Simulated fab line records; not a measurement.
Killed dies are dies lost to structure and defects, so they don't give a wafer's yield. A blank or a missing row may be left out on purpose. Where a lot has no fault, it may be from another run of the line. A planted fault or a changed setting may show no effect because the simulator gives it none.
A struck lot beside a sound one	flow nand-harc	13 steps out of a route of 1302
Sound: wafers L805.2, L805.3, L805.6. Struck: wafer L810.1 (L810.3, L810.5, from the same lot, were not struck and are left out); the cause is given at the end.
Each step with rows lists, per side, the tool, then ch with its chambers, then its first start. Under that, the readings that differ: sound wafers	struck wafers	difference of the means	sigmas: that difference in standard deviations of wafers without a fault.
alike: words and numbers the same on both sides, and readings whose means are apart by under 2 such deviations; not compared: readings that were withheld, readings missing a value for some wafer, numbers with overlapping values and no deviation given by the record, and bounds like >300 which may hide the same value.
A row with sigmas, a row that says differs or no value, or rows on one side alone: a step with any of these is where the two part. Numbers that have no deviation but don't overlap get no sigmas and don't part them. Lack of a reading on every wafer of one side parts them only where that side has two or more wafers.

NHARC_A_STAIRCASE_DESCUM_186: chemistry O2, time 3 s.
  sound on rie-diel-10 ch 1,3, day 16 03:03; struck on rie-diel-10 ch 1, day 18 05:31
reading	sound	struck	difference	sigmas
oes-product-au (a.u.)	0.998 0.998 1.012	1.021	+0.018	+2
  alike: chamber-pressure-mTorr, drypump-motor-current-A, rf-vpp-V, showerhead-plenum-p-Torr, throttle-valve-pct
  not compared: rf-hours-counter-h
NHARC_A_STAIRCASE_TRIM_187: chemistry O2, time 211.2 s.
  sound on rie-diel-10 ch 0,2,3, day 16 03:10; struck on rie-diel-10 ch 1, day 18 05:40
reading	sound	struck	difference	sigmas
oes-product-au (a.u.)	0.996 0.996 1.003	1.024	+0.026	+3
  alike: chamber-pressure-mTorr, drypump-motor-current-A, rf-vpp-V, showerhead-plenum-p-Torr, throttle-valve-pct
  not compared: rf-hours-counter-h
NHARC_A_STAIRCASE_ETCH_188: etches the open film in C4F8/O2, target depth 100 nm, time 40.5 s.
  sound on rie-diel-10 ch 1,2; struck on rie-diel-10 ch 1
reading	sound	struck	difference	sigmas
oes-product-au (a.u.)	0.969 0.964 0.961	0.932	-0.033	-3
  alike: chamber-pressure-mTorr, rf-vpp-V
  not compared: rf-hours-counter-h
then, 5 steps without rows for these wafers: NHARC_A_STAIRCASE_TRIM_189 (chemistry O2, time 211.2 s); NHARC_A_STAIRCASE_ETCH_190 (etches the open film in C4F8/O2, target depth 100 nm, time 40.5 s); NHARC_A_STAIRCASE_TRIM_191 (chemistry O2, time 211.2 s); NHARC_A_STAIRCASE_ETCH_192 (etches the open film in C4F8/O2, target depth 100 nm, time 40.5 s); NHARC_A_STAIRCASE_TRIM_193 (chemistry O2, time 211.2 s).
NHARC_A_STAIRCASE_ETCH_194: etches the open film in C4F8/O2, target depth 100 nm, time 40.5 s.
  sound on rie-diel-10 ch 0,1,3; struck on rie-diel-10 ch 1
reading	sound	struck	difference	sigmas
chamber-pressure-mTorr (mTorr)	25.004 24.977 24.958	25.045	+0.065	+3
  alike: oes-product-au, rf-vpp-V
  not compared: rf-hours-counter-h
then, 1 step without rows for these wafers: NHARC_A_STAIRCASE_TRIM_196 (chemistry O2, time 211.2 s).
NHARC_A_STAIRCASE_ETCH_197: etches the open film in C4F8/O2, target depth 100 nm, time 40.5 s.
  sound on rie-diel-12 ch 1,2,3; struck on rie-diel-10 ch 2
  alike: chamber-pressure-mTorr, oes-product-au, rf-vpp-V
  not compared: rf-hours-counter-h
NHARC_A_STAIRCASE_TRIM_198: chemistry O2, time 211.2 s.
  sound on rie-diel-12 ch 2,3, day 16 04:26; struck on rie-diel-10 ch 0, day 18 08:31
reading	sound	struck	difference	sigmas
oes-product-au (a.u.)	0.992 0.991 0.979	0.833	-0.154	-16
showerhead-plenum-p-Torr (Torr)	3.58 3.54 3.58	3.30	-0.27	-3
  alike: chamber-pressure-mTorr, drypump-motor-current-A, rf-vpp-V, throttle-valve-pct
  not compared: rf-hours-counter-h
then, 1 step without rows for these wafers: NHARC_A_STAIRCASE_ETCH_199 (etches the open film in C4F8/O2, target depth 100 nm, time 40.5 s).

## WHERE THEY PART
First at NHARC_A_STAIRCASE_DESCUM_186; last, within this record, at NHARC_A_STAIRCASE_TRIM_198.

WHY: whatever the simulator had introduced
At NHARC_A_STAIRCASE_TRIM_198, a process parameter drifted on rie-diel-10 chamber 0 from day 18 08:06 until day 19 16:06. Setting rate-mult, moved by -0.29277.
